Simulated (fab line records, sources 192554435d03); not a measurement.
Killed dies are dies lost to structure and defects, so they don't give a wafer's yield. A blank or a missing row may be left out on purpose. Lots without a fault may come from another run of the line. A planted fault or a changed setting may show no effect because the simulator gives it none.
One fault seen from 2 desks | flow n5_finfet | each desk has only its own numbers; what lay behind them comes last

THE TOOL OWNER'S DESK: pecvd-04
The tool's own readings at N5_BEOL_M4_ILD_DEP_00 (deposits SiOC from DEMS/O2, target thk 79 nm, time 15.3 s): means of the sampled wafers that have a number, for each lot that ran on this tool. A lot is out of limits, marked OUT, if its mean lies more than 4 standard deviations from the usual mean; the brackets give that distance.
Columns: A = chamber_pressure_Torr at N5_BEOL_M4_ILD_DEP_00, usual 4.999 Torr; B = heater_power_outer_w at N5_BEOL_M4_ILD_DEP_00, usual 273 W; C = heater_power_w at N5_BEOL_M4_ILD_DEP_00, usual 498 W; D = showerhead_plenum_p_Torr at N5_BEOL_M4_ILD_DEP_00, usual 5.700 Torr; E = susceptor_temp_C at N5_BEOL_M4_ILD_DEP_00, usual 349.96 C; F = throttle_valve_pct at N5_BEOL_M4_ILD_DEP_00, usual 11.7 %
lot  | first seen here | A     | B   | C   | D     | E      | F
L110 | day 11 22:49    | 4.998 | 290 | 535 | 5.692 | 349.78 | 11.5
L113 | day 13 04:06    | 5.004 | 295 | 516 | 5.701 | 349.97 | 11.1
This desk's finding: nothing out of limits on any of the 2 lots.

THE METROLOGY DESK
What the gauges read, lot by lot, whatever tool the lot ran on: means of the sampled wafers that have a number. A lot is out of limits, marked OUT, if its mean lies more than 4 standard deviations from the usual mean; the brackets give that distance. Of its 12 readings 7 are shown: those that lie furthest out on some lot.
Columns: A = DIBL_N at N5_BEOL_M4_RC_MEAS_101, usual 36.3 mV/V; B = DIBL_P at N5_BEOL_M4_RC_MEAS_101, usual 36.2 mV/V; C = IOFF_N at N5_BEOL_M4_RC_MEAS_101, usual 0.160 nA/um; D = IOFF_P at N5_BEOL_M4_RC_MEAS_101, usual 0.211 nA/um; E = ION_P at N5_BEOL_M4_RC_MEAS_101, usual 463 uA/um; F = SS_N at N5_BEOL_M4_RC_MEAS_101, usual 71.4 mV/dec; G = SS_P at N5_BEOL_M4_RC_MEAS_101, usual 73.3 mV/dec
lot  | first seen here | A    | B    | C     | D     | E   | F    | G
L991 | day 7 07:43     | 35.3 | 34.8 | 0.153 | 0.186 | 458 | 71.5 | 73.3
L992 | day 7 19:35     | 38.5 | 37.8 | 0.174 | 0.238 | 467 | 72.1 | 73.6
L997 | day 8 20:44     | -    | -    | -     | -     | -   | -    | -
L998 | day 9 09:43     | -    | -    | -     | -     | -   | -    | -
L107 | day 11 06:00    | 37.2 | 36.6 | 0.177 | 0.230 | 460 | 71.5 | 73.5
L110 | day 11 22:45    | 34.8 | 33.8 | 0.143 | 0.179 | 458 | 70.7 | 72.8
L109 | day 12 01:13    | 36.1 | 35.5 | 0.160 | 0.216 | 465 | 70.5 | 72.9
L111 | day 12 19:49    | 35.0 | 35.8 | 0.134 | 0.188 | 463 | 70.9 | 72.3
L112 | day 13 01:42    | 35.1 | 36.8 | 0.147 | 0.212 | 464 | 70.9 | 73.3
L113 | day 13 04:02    | 36.7 | 37.2 | 0.177 | 0.235 | 469 | 71.9 | 73.9
This desk's finding: nothing out of limits on any of the 10 lots.

PUT TOGETHER
The tool owner's desk saw nothing out of limits.
The metrology desk saw nothing out of limits.

WHAT THE SIMULATOR HAD PUT IN
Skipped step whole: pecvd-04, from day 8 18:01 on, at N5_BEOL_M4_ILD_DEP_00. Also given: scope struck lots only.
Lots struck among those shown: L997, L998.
